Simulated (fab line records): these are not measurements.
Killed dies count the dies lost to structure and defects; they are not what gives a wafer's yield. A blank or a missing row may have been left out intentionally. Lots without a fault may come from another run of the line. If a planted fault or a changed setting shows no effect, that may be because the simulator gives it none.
Struck lot and sound lot, side by side || flow nandHarc || 30 steps out of a route of 1159
Sound: wafers L270.1, L270.2, L270.5. Wafers L269.2, L269.4, L269.5 were the ones struck. The cause is given at the end.
Each step with rows lists, per side, the tool, then ch with its chambers, then its first start. Under that, the readings that differ: sound wafers || struck wafers || difference of the means || sigmas: that difference in standard deviations of wafers without a fault.
alike: readings with means less than 2 such deviations apart, plus words and numbers identical on both sides. not compared: withheld readings, readings lacking a value on some wafer, bounds such as >300 that could conceal the same value, and numbers that have no deviation in the record and whose values overlap.
Wherever a step has rows on one side only, a row that says differs or no value, or a row with sigmas, the two part there. When numbers do not overlap yet have no deviation, they are printed without sigmas and do not part them. A reading that every wafer of one side lacks parts them only if that side has two wafers or more.

NHARC_A_CONTACT_ETCH_139: etches the open film in C4F8/O2/Ar, time 137 s, target depth 590 nm.
  sound on harCapEtch-02 ch 0,1, day 19 13:11; struck on harCapEtch-01 ch 0, day 20 12:26
  not compared: rfHoursCounterH
NHARC_A_CONTACT_ETCH_92: etches the open film in CH3F/O2, target depth 40 nm, time 85.7 s.
  sound on rieDiel-09 ch 2,3, day 19 13:35; struck on rieDiel-07 ch 0,1, day 20 12:50
{"reading": "oesProductAu (a.u.)", "sound": "1.01 0.98 0.98", "struck": "0.94 0.91 0.90", "difference": -0.07, "sigmas": -2}
  alike: drypumpMotorCurrentA, rfVppV, showerheadPlenumPTorr, throttleValvePct
  not compared: rfHoursCounterH
NHARC_A_CONTACT_ETCH_98: etches the open film in C4F6/O2, target depth 20 nm, time 10 s.
  sound on rieDiel-09 ch 1,2,3; struck on rieDiel-07 ch 0,1
  alike: drypumpMotorCurrentA, oesProductAu, rfVppV, showerheadPlenumPTorr, throttleValvePct
  not compared: rfHoursCounterH
NHARC_A_CONTACT_CD_MEAS_15:
  sound on cdSem-01, day 19 13:49; struck on cdSem-03, day 20 13:04
  alike: cdNm
then, 3 steps without rows for these wafers: NHARC_A_CONTACT_STRIP_107 (strips in N2/H2); NHARC_A_CONTACT_STRIP_108 (strips in CF4/CHF3); NHARC_A_CONTACT_STRIP_109 (strips in O2/COS).
NHARC_A_CONTACT_ETCH_110: etches the open film in CF4/O2, target depth 50 nm, overetch 5 nm, time 27.5 s.
  sound on rieDiel-09 ch 0,1,3, day 19 14:06; struck on rieDiel-07 ch 1,2, day 20 13:24
{"reading": "oesProductAu (a.u.)", "sound": "1.016 0.965 0.988", "struck": "1.032 1.014 1.026", "difference": "+0.034", "sigmas": "+2"}
  alike: drypumpMotorCurrentA, oes_ar_750_au, oes_o_777_au, rfVppV, showerheadPlenumPTorr, throttleValvePct
  not compared: rfHoursCounterH
then, 3 steps without rows for these wafers: NHARC_A_CONTACT_STRIP_26 (strips in O2); NHARC_A_CONTACT_STRIP_27 (strips in post etch residue remover, time 600 s); NHARC_A_CONTACT_ALD_18 (deposits TiN, target thk 3 nm, pulse time 1 s, ald cycles 150).
NHARC_A_CONTACT_CVD_19: deposits W, target thk 300 nm, time 802 s.
  sound on cvdW-02 ch 0,1; struck on cvdW-02 ch 0,1
  alike: heaterPowerOuterW, heaterPowerW, throttleValvePct
NHARC_A_CONTACT_CMP_20: polishes, t overpolish 30 s, target thk 300 nm.
  sound on cmp-01 ch 1,2,3, day 19 17:08; struck on cmp-01 ch 0,1,3, day 20 15:09
  alike: motorCurrentA, overpolishRunS, timeToEndpointS
then, 1 step without rows for these wafers: NHARC_A_CONTACT_SRD_22.
NHARC_A_CONTACT_INSPECT_23:
  sound on defectInspect-01, day 19 17:32; struck on defectInspect-02, day 20 15:34
  alike: rawDefectCount
then, 10 steps without rows for these wafers: NHARC_A_BLC_DEHYDRATE_00 (time 120 s); NHARC_A_BLC_HMDS_01 (time 30 s); NHARC_A_BLC_COAT_02 (time 75 s); NHARC_A_BLC_COAT_03 (time 65 s); NHARC_A_BLC_COAT_04 (resist thk 90 nm); NHARC_A_BLC_SOFTBAKE_05 (time 55 s); NHARC_A_BLC_EBR_06; NHARC_A_BLC_EXPOSE_07 (exposes mask A BLC, target cd 100 nm); NHARC_A_BLC_PEB_08 (peb time 65 s); NHARC_A_BLC_DEVELOP_09 (develop time 35 s).
NHARC_A_BLC_CD_MEAS_10 targets a cd of 100 nm.
  sound on cdSem-02 ch 0, day 19 18:11; struck on cdSem-02 ch 0, day 20 15:56
  alike: cdNm
NHARC_A_BLC_OVL_MEAS_11:
  sound on overlay-02, day 19 18:17; struck on overlay-02, day 20 16:01
  alike: overlayXNm, overlayYNm
NHARC_A_BLC_INSPECT_12:
  sound on defectInspect-02, day 19 18:21; struck on defectInspect-01, day 20 16:04
{"reading": "rawDefectCount", "sound": "24 28 33", "struck": "315 325 318", "difference": "+291", "sigmas": "+19"}
then, 1 step without rows for these wafers: NHARC_A_BLC_DESCUM_15 (chemistry O2, time 3 s).
NHARC_END_SORT_01:
  only the struck wafers appear in the record here, on prober-02 ch 0 at day 22 12:49; the sound ones have no rows

## WHERE THEY PART
Earliest at NHARC_A_CONTACT_ETCH_92; latest, in this record, at NHARC_END_SORT_01.

WHY: the cause the simulator had injected
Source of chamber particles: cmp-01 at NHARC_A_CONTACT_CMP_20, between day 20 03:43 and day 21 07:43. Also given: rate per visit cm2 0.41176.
